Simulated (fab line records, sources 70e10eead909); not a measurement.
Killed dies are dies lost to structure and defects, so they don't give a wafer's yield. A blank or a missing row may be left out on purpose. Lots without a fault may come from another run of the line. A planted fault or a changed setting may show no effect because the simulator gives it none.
Chamber matching | flow nand_harc | NHARC_A_DECK1_JOINT_CMP_02 on cmp-02: 4 sister chambers
The step polishes SiOx. 14 wafers are shown with their chamber, then 6 later ones without.

WAFERS WITH THEIR CHAMBER
wafer  | chamber | motor_current_A (A) | edge_zone_pressure_frac
L909.1 | 0       | 10.9                | 1.005
L909.2 | 3       | 11.3                | 1.000
L909.3 | 1       | 9.4                 | 0.997
L910.1 | 0       | 11.2                | 1.001
L910.3 | 3       | 11.5                | 0.995
L910.5 | 1       | 9.8                 | 1.003
L915.1 | 0       | 10.5                | 0.996
L915.6 | 2       | 12.0                | 1.002
L918.1 | 3       | 11.2                | 0.992
L918.2 | 2       | 12.8                | 0.998
L918.4 | 0       | 10.6                | 0.991
L922.3 | 2       | 12.3                | 1.008
L922.4 | 1       | 9.3                 | 1.006
L922.5 | 1       | 9.8                 | 1.003

SIGNATURES (means of the wafers above)
reading                 | chamber 0 | chamber 1 | chamber 2 | chamber 3 | scatter within a chamber
motor_current_A         | 10.800    | 9.575     | 12.367    | 11.333    | 0.297
edge_zone_pressure_frac | 0.99825   | 1.00225   | 1.00267   | 0.99567   | 0.00487
Rule: a wafer's distance from a chamber is the root of the sum, over the readings, of the square of ((its reading less the chamber's mean) divided by the reading's scatter). The wafer belongs to the nearest chamber; if the next one is less than 2 further off, it can't be placed. The scatter: the root of (the sum of the squares of (reading less its chamber's mean) over the shown wafers, divided by (wafers less chambers)).

WAFERS WITHOUT THEIR CHAMBER
wafer  | motor_current_A (A) | edge_zone_pressure_frac
L927.2 | 11.9                | 1.000
L927.5 | 11.6                | 0.998
L927.6 | 9.3                 | 1.000
L929.2 | 10.0                | 1.004
L929.3 | 11.0                | 1.009
L929.6 | 9.8                 | 0.997

WHICH CHAMBER EACH WENT THROUGH
wafer  | from the rows above          | in truth
L927.2 | can't be placed: 2 or 3      | 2
L927.5 | can't be placed: 3 or 0 or 2 | 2
L927.6 | 1                            | 1
L929.2 | can't be placed: 1 or 0      | 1
L929.3 | can't be placed: 0 or 3      | 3
L929.6 | 1                            | 1
Placed correctly: 2 of 6. Can't be placed from these rows: 4 (the true chamber is among the candidates in 4). Placed wrongly: 0.
